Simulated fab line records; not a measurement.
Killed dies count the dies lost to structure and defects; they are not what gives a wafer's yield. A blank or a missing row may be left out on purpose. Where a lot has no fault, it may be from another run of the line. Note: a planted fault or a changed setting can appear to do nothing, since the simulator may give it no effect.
Matching of chambers -- flow n5_finfet -- 4 sister chambers for N5_STI_FIN_REVEAL_ETCH_34 on rie_si-04
The step etches Si in H2, material Si, target depth 0.97 nm. 8 wafers are shown with their chamber, then 12 later ones without.

## WAFERS, EACH WITH ITS CHAMBER
wafer,chamber,throttle_valve_pct (%),drypump_motor_current_A (A)
L085.6,2,25.9,5.5
L088.3,3,25.4,5.1
L089.1,3,25.4,5.1
L089.2,2,25.9,5.6
L089.3,1,25.1,6.3
L089.4,0,26.2,5.3
L089.5,1,25.0,6.4
L089.6,0,26.2,5.2

## WAFERS WITHOUT THEIR CHAMBER
wafer,throttle_valve_pct (%),drypump_motor_current_A (A)
L090.1,25.9,5.6
L090.3,26.2,5.3
L090.5,25.1,6.3
L093.2,26.2,5.3
L093.4,25.9,5.6
L093.6,25.4,5.0
L092.1,25.9,5.6
L092.2,26.2,5.3
L092.3,25.4,5.1
L097.1,25.4,5.1
L097.3,25.1,6.3
L097.6,25.4,5.1

## THE CHAMBER EACH PASSED THROUGH
wafer,from the rows above,in truth
L090.1,2,2
L090.3,0,0
L090.5,1,1
L093.2,0,0
L093.4,2,2
L093.6,3,3
L092.1,2,2
L092.2,0,0
L092.3,3,3
L097.1,3,3
L097.3,1,1
L097.6,3,3
Placed correctly: 12 of 12. Left unplaced by these rows: 0. Wrongly placed: 0.
How it was worked out, from the rows above alone: a wafer's distance from a chamber is the root of the sum, over the readings, of the square of ((its reading less the chamber's mean) divided by the reading's scatter). The wafer belongs to the nearest chamber; if the next one is less than 2 further off, it can't be placed. The mean given for a chamber averages the wafers shown for that chamber. How the scatter is found: for the shown wafers, subtract from each reading the mean of its chamber, square and add these, divide the total by (wafers less chambers), then take the root.
